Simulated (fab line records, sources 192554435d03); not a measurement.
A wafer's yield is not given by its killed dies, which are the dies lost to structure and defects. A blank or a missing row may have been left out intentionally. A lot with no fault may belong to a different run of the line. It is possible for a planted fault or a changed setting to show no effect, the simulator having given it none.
The tool behind it: which one? / flow n5Finfet / Sampling: 24 lots, 72 wafers, 5 of 1938 route steps

WHAT THE GAUGES READ, wafer by wafer
N5_BEOL_M3_INSPECT_13: inspects for defects (brightfield). Usual: 435 for rawDefectCount, sd 95.
lot=L074; measured=day 6 18:45; on=defectInspect-02; rawDefectCount=484 546 548; flag=
lot=L075; measured=day 7 02:01; on=defectInspect-01; rawDefectCount=490 466 424; flag=
lot=L076; measured=day 7 09:41; on=defectInspect-01; rawDefectCount=362 395 383; flag=
lot=L077; measured=day 7 12:06; on=defectInspect-02; rawDefectCount=390 326 411; flag=
lot=L078; measured=day 7 18:13; on=defectInspect-02; rawDefectCount=531 383 457; flag=
lot=L079; measured=day 8 01:21; on=defectInspect-01; rawDefectCount=284 272 359; flag=
lot=L080; measured=day 8 04:41; on=defectInspect-02; rawDefectCount=391 409 458; flag=
lot=L081; measured=day 8 18:13; on=defectInspect-01; rawDefectCount=345 271 392; flag=
lot=L082; measured=day 9 05:17; on=defectInspect-02; rawDefectCount=591 358 347; flag=
lot=L083; measured=day 9 22:29; on=defectInspect-02; rawDefectCount=446 852 627; flag=
lot=L084; measured=day 9 23:55; on=defectInspect-02; rawDefectCount=533 298 404; flag=
lot=L085; measured=day 10 03:20; on=defectInspect-01; rawDefectCount=474 520 545; flag=
lot=L086; measured=day 10 03:56; on=defectInspect-01; rawDefectCount=361 457 609; flag=
lot=L088; measured=day 10 09:17; on=defectInspect-01; rawDefectCount=488 470 466; flag=
lot=L087; measured=day 10 12:53; on=defectInspect-02; rawDefectCount=413 350 499; flag=
lot=L089; measured=day 10 19:56; on=defectInspect-01; rawDefectCount=382 643 397; flag=
lot=L090; measured=day 10 21:07; on=defectInspect-02; rawDefectCount=471 407 317; flag=
lot=L091; measured=day 11 03:52; on=defectInspect-02; rawDefectCount=530 585 595; flag=
lot=L092; measured=day 11 18:11; on=defectInspect-02; rawDefectCount=494 411 345; flag=
lot=L094; measured=day 12 00:02; on=defectInspect-02; rawDefectCount=353 309 368; flag=
lot=L093; measured=day 12 05:00; on=defectInspect-02; rawDefectCount=502 512 531; flag=
lot=L095; measured=day 12 16:49; on=defectInspect-02; rawDefectCount=382 354 463; flag=
lot=L096; measured=day 12 16:51; on=defectInspect-01; rawDefectCount=565 341 443; flag=
lot=L097; measured=day 12 19:56; on=defectInspect-02; rawDefectCount=469 476 344; flag=

N5_BEOL_M3_INSPECT_30: inspects for defects (brightfield). Usual: 434 for rawDefectCount, sd 100.
lot=L074; measured=day 6 19:45; on=defectInspect-01; rawDefectCount=456 504 527; flag=
lot=L075; measured=day 7 03:01; on=defectInspect-02; rawDefectCount=501 547 513; flag=
lot=L076; measured=day 7 10:49; on=defectInspect-02; rawDefectCount=383 394 389; flag=
lot=L077; measured=day 7 13:06; on=defectInspect-01; rawDefectCount=362 297 357; flag=
lot=L078; measured=day 7 19:05; on=defectInspect-02; rawDefectCount=533 369 468; flag=
lot=L079; measured=day 8 02:29; on=defectInspect-01; rawDefectCount=306 282 365; flag=
lot=L080; measured=day 8 05:41; on=defectInspect-01; rawDefectCount=342 354 441; flag=
lot=L081; measured=day 8 19:12; on=defectInspect-01; rawDefectCount=402 289 397; flag=
lot=L082; measured=day 9 06:09; on=defectInspect-01; rawDefectCount=507 333 330; flag=
lot=L083; measured=day 9 23:30; on=defectInspect-01; rawDefectCount=436 750 556; flag=
lot=L084; measured=day 10 00:55; on=defectInspect-02; rawDefectCount=537 289 411; flag=
lot=L085; measured=day 10 04:18; on=defectInspect-02; rawDefectCount=546 566 608; flag=
lot=L086; measured=day 10 04:56; on=defectInspect-02; rawDefectCount=350 491 688; flag=
lot=L088; measured=day 10 10:09; on=defectInspect-02; rawDefectCount=534 514 492; flag=
lot=L087; measured=day 10 13:46; on=defectInspect-02; rawDefectCount=416 365 486; flag=
lot=L089; measured=day 10 20:56; on=defectInspect-02; rawDefectCount=418 695 462; flag=
lot=L090; measured=day 10 22:07; on=defectInspect-02; rawDefectCount=534 430 314; flag=
lot=L091; measured=day 11 04:44; on=defectInspect-02; rawDefectCount=566 551 620; flag=
lot=L092; measured=day 11 19:04; on=defectInspect-02; rawDefectCount=503 392 358; flag=
lot=L094; measured=day 12 01:03; on=defectInspect-01; rawDefectCount=327 268 326; flag=
lot=L093; measured=day 12 06:00; on=defectInspect-01; rawDefectCount=473 485 425; flag=
lot=L095; measured=day 12 17:53; on=defectInspect-02; rawDefectCount=393 363 432; flag=
lot=L096; measured=day 12 17:56; on=defectInspect-01; rawDefectCount=548 367 438; flag=
lot=L097; measured=day 12 20:52; on=defectInspect-01; rawDefectCount=400 432 306; flag=

TOOL THAT RAN EACH LOT (tool first, then ch and the chambers of the sampled wafers, then the start)
lot=L074; N5_BEOL_M2_SURFACE_TREAT_85=pvdSputter-01, day 6 14:01; N5_BEOL_M2_ANNEAL_80=pvdSputter-01, day 6 14:55; N5_BEOL_M2_SPUTTER_94=pvdSputter-01, day 6 16:10
lot=L075; N5_BEOL_M2_SURFACE_TREAT_85=pvdSputter-01, day 6 21:50; N5_BEOL_M2_ANNEAL_80=pvdSputter-01, day 6 22:39; N5_BEOL_M2_SPUTTER_94=pvdSputter-01, day 6 23:53
lot=L076; N5_BEOL_M2_SURFACE_TREAT_85=pvdSputter-01, day 7 04:00; N5_BEOL_M2_ANNEAL_80=pvdSputter-02, day 7 05:34; N5_BEOL_M2_SPUTTER_94=pvdSputter-02, day 7 06:49
lot=L077; N5_BEOL_M2_SURFACE_TREAT_85=pvdSputter-03, day 7 07:45; N5_BEOL_M2_ANNEAL_80=pvdSputter-03, day 7 08:48; N5_BEOL_M2_SPUTTER_94=pvdSputter-03, day 7 10:02
lot=L078; N5_BEOL_M2_SURFACE_TREAT_85=pvdSputter-01, day 7 11:43; N5_BEOL_M2_ANNEAL_80=pvdSputter-02, day 7 12:16; N5_BEOL_M2_SPUTTER_94=pvdSputter-02, day 7 13:31
lot=L079; N5_BEOL_M2_SURFACE_TREAT_85=pvdSputter-03, day 7 20:10; N5_BEOL_M2_ANNEAL_80=pvdSputter-03, day 7 20:41; N5_BEOL_M2_SPUTTER_94=pvdSputter-03, day 7 22:50
lot=L080; N5_BEOL_M2_SURFACE_TREAT_85=pvdSputter-03, day 8 00:41; N5_BEOL_M2_ANNEAL_80=pvdSputter-02, day 8 01:13; N5_BEOL_M2_SPUTTER_94=pvdSputter-02, day 8 02:28
lot=L081; N5_BEOL_M2_SURFACE_TREAT_85=pvdSputter-02, day 8 14:02; N5_BEOL_M2_ANNEAL_80=pvdSputter-02, day 8 14:44; N5_BEOL_M2_SPUTTER_94=pvdSputter-02, day 8 15:59
lot=L082; N5_BEOL_M2_SURFACE_TREAT_85=pvdSputter-02, day 9 00:55; N5_BEOL_M2_ANNEAL_80=pvdSputter-02, day 9 01:28; N5_BEOL_M2_SPUTTER_94=pvdSputter-02, day 9 02:42
lot=L083; N5_BEOL_M2_SURFACE_TREAT_85=pvdSputter-01, day 9 16:30; N5_BEOL_M2_ANNEAL_80=pvdSputter-01, day 9 18:42; N5_BEOL_M2_SPUTTER_94=pvdSputter-01, day 9 19:56
lot=L084; N5_BEOL_M2_SURFACE_TREAT_85=pvdSputter-03, day 9 19:49; N5_BEOL_M2_ANNEAL_80=pvdSputter-03, day 9 20:21; N5_BEOL_M2_SPUTTER_94=pvdSputter-03, day 9 21:35
lot=L085; N5_BEOL_M2_SURFACE_TREAT_85=pvdSputter-01, day 9 22:46; N5_BEOL_M2_ANNEAL_80=pvdSputter-01, day 9 23:17; N5_BEOL_M2_SPUTTER_94=pvdSputter-01, day 10 00:32
lot=L086; N5_BEOL_M2_SURFACE_TREAT_85=pvdSputter-02, day 9 23:52; N5_BEOL_M2_ANNEAL_80=pvdSputter-03, day 10 00:35; N5_BEOL_M2_SPUTTER_94=pvdSputter-03, day 10 01:49
lot=L088; N5_BEOL_M2_SURFACE_TREAT_85=pvdSputter-02, day 10 03:13; N5_BEOL_M2_ANNEAL_80=pvdSputter-02, day 10 05:30; N5_BEOL_M2_SPUTTER_94=pvdSputter-02, day 10 06:44
lot=L087; N5_BEOL_M2_SURFACE_TREAT_85=pvdSputter-01, day 10 06:31; N5_BEOL_M2_ANNEAL_80=pvdSputter-01, day 10 07:08; N5_BEOL_M2_SPUTTER_94=pvdSputter-01, day 10 08:23
lot=L089; N5_BEOL_M2_SURFACE_TREAT_85=pvdSputter-02, day 10 13:38; N5_BEOL_M2_ANNEAL_80=pvdSputter-01, day 10 14:21; N5_BEOL_M2_SPUTTER_94=pvdSputter-01, day 10 15:35
lot=L090; N5_BEOL_M2_SURFACE_TREAT_85=pvdSputter-03, day 10 16:28; N5_BEOL_M2_ANNEAL_80=pvdSputter-02, day 10 17:02; N5_BEOL_M2_SPUTTER_94=pvdSputter-02, day 10 18:17
lot=L091; N5_BEOL_M2_SURFACE_TREAT_85=pvdSputter-02, day 10 20:28; N5_BEOL_M2_ANNEAL_80=pvdSputter-01, day 10 21:04; N5_BEOL_M2_SPUTTER_94=pvdSputter-01, day 10 22:18
lot=L092; N5_BEOL_M2_SURFACE_TREAT_85=pvdSputter-01, day 11 06:36; N5_BEOL_M2_ANNEAL_80=pvdSputter-02, day 11 07:09; N5_BEOL_M2_SPUTTER_94=pvdSputter-02, day 11 13:35
lot=L094; N5_BEOL_M2_SURFACE_TREAT_85=pvdSputter-03, day 11 18:47; N5_BEOL_M2_ANNEAL_80=pvdSputter-03, day 11 19:37; N5_BEOL_M2_SPUTTER_94=pvdSputter-03, day 11 20:51
lot=L093; N5_BEOL_M2_SURFACE_TREAT_85=pvdSputter-01, day 12 00:35; N5_BEOL_M2_ANNEAL_80=pvdSputter-02, day 12 01:19; N5_BEOL_M2_SPUTTER_94=pvdSputter-02, day 12 02:34
lot=L095; N5_BEOL_M2_SURFACE_TREAT_85=pvdSputter-02, day 12 12:07; N5_BEOL_M2_ANNEAL_80=pvdSputter-03, day 12 12:43; N5_BEOL_M2_SPUTTER_94=pvdSputter-03, day 12 13:57
lot=L096; N5_BEOL_M2_SURFACE_TREAT_85=pvdSputter-01, day 12 12:17; N5_BEOL_M2_ANNEAL_80=pvdSputter-01, day 12 12:50; N5_BEOL_M2_SPUTTER_94=pvdSputter-01, day 12 14:04
lot=L097; N5_BEOL_M2_SURFACE_TREAT_85=pvdSputter-01, day 12 15:20; N5_BEOL_M2_ANNEAL_80=pvdSputter-02, day 12 16:03; N5_BEOL_M2_SPUTTER_94=pvdSputter-02, day 12 17:17
- N5_BEOL_M2_SURFACE_TREAT_85
- N5_BEOL_M2_ANNEAL_80: time 240 s.
- N5_BEOL_M2_SPUTTER_94: material Cu, target thk 4.5 nm, time 8.29 s.

WHAT THE TOOLS THEMSELVES READ (means of the sampled wafers that have a number; where no wafer has one, the mark that the record gives instead)
N5_BEOL_M2_ANNEAL_80. Usual: 841 W for heaterPowerW, sd 84.
lot=L074; tool=pvdSputter-01; heaterPowerW (W)=781; flag=
lot=L075; tool=pvdSputter-01; heaterPowerW (W)=762; flag=
lot=L076; tool=pvdSputter-02; heaterPowerW (W)=854; flag=
lot=L077; tool=pvdSputter-03; heaterPowerW (W)=941; flag=
lot=L078; tool=pvdSputter-02; heaterPowerW (W)=811; flag=
lot=L079; tool=pvdSputter-03; heaterPowerW (W)=864; flag=
lot=L080; tool=pvdSputter-02; heaterPowerW (W)=791; flag=
lot=L081; tool=pvdSputter-02; heaterPowerW (W)=849; flag=
lot=L082; tool=pvdSputter-02; heaterPowerW (W)=812; flag=
lot=L083; tool=pvdSputter-01; heaterPowerW (W)=797; flag=
lot=L084; tool=pvdSputter-03; heaterPowerW (W)=940; flag=
lot=L085; tool=pvdSputter-01; heaterPowerW (W)=856; flag=
lot=L086; tool=pvdSputter-03; heaterPowerW (W)=898; flag=
lot=L088; tool=pvdSputter-02; heaterPowerW (W)=801; flag=
lot=L087; tool=pvdSputter-01; heaterPowerW (W)=721; flag=
lot=L089; tool=pvdSputter-01; heaterPowerW (W)=802; flag=
lot=L090; tool=pvdSputter-02; heaterPowerW (W)=819; flag=
lot=L091; tool=pvdSputter-01; heaterPowerW (W)=760; flag=
lot=L092; tool=pvdSputter-02; heaterPowerW (W)=829; flag=
lot=L094; tool=pvdSputter-03; heaterPowerW (W)=907; flag=
lot=L093; tool=pvdSputter-02; heaterPowerW (W)=799; flag=
lot=L095; tool=pvdSputter-03; heaterPowerW (W)=954; flag=
lot=L096; tool=pvdSputter-01; heaterPowerW (W)=819; flag=
lot=L097; tool=pvdSputter-02; heaterPowerW (W)=832; flag=

N5_BEOL_M2_SPUTTER_94. Usual: 30.3 % for throttleValvePct, sd 1.3.
lot=L074; tool=pvdSputter-01; throttleValvePct (%)=30.5; flag=
lot=L075; tool=pvdSputter-01; throttleValvePct (%)=31.2; flag=
lot=L076; tool=pvdSputter-02; throttleValvePct (%)=29.7; flag=
lot=L077; tool=pvdSputter-03; throttleValvePct (%)=28.7; flag=
lot=L078; tool=pvdSputter-02; throttleValvePct (%)=30.9; flag=
lot=L079; tool=pvdSputter-03; throttleValvePct (%)=29.6; flag=
lot=L080; tool=pvdSputter-02; throttleValvePct (%)=30.1; flag=
lot=L081; tool=pvdSputter-02; throttleValvePct (%)=29.8; flag=
lot=L082; tool=pvdSputter-02; throttleValvePct (%)=30.1; flag=
lot=L083; tool=pvdSputter-01; throttleValvePct (%)=30.1; flag=
lot=L084; tool=pvdSputter-03; throttleValvePct (%)=28.8; flag=
lot=L085; tool=pvdSputter-01; throttleValvePct (%)=30.4; flag=
lot=L086; tool=pvdSputter-03; throttleValvePct (%)=30.7; flag=
lot=L088; tool=pvdSputter-02; throttleValvePct (%)=30.1; flag=
lot=L087; tool=pvdSputter-01; throttleValvePct (%)=30.5; flag=
lot=L089; tool=pvdSputter-01; throttleValvePct (%)=31.4; flag=
lot=L090; tool=pvdSputter-02; throttleValvePct (%)=30.8; flag=
lot=L091; tool=pvdSputter-01; throttleValvePct (%)=30.6; flag=
lot=L092; tool=pvdSputter-02; throttleValvePct (%)=29.6; flag=
lot=L094; tool=pvdSputter-03; throttleValvePct (%)=30.6; flag=
lot=L093; tool=pvdSputter-02; throttleValvePct (%)=30.2; flag=
lot=L095; tool=pvdSputter-03; throttleValvePct (%)=30.3; flag=
lot=L096; tool=pvdSputter-01; throttleValvePct (%)=31.0; flag=
lot=L097; tool=pvdSputter-02; throttleValvePct (%)=29.7; flag=

THE ANSWER, worked out from the rows above alone
Rule: lot off if the mean of its wafers having a number is beyond 3 standard deviations from the usual mean. A lot without any number at a reading at which 4 lots or more have one is off too. The other lots that the step has rows for count as sound. First the gauges in route order, then the tools' own readings, where a lot's mean is used as printed above. The first step at which some lot is off is used, and at that step the reading that is off furthest; a lot without a number counts as furthest.
No lot is off at any reading shown: from this, nothing can be told.

WHAT WAS PUT IN BY THE SIMULATOR
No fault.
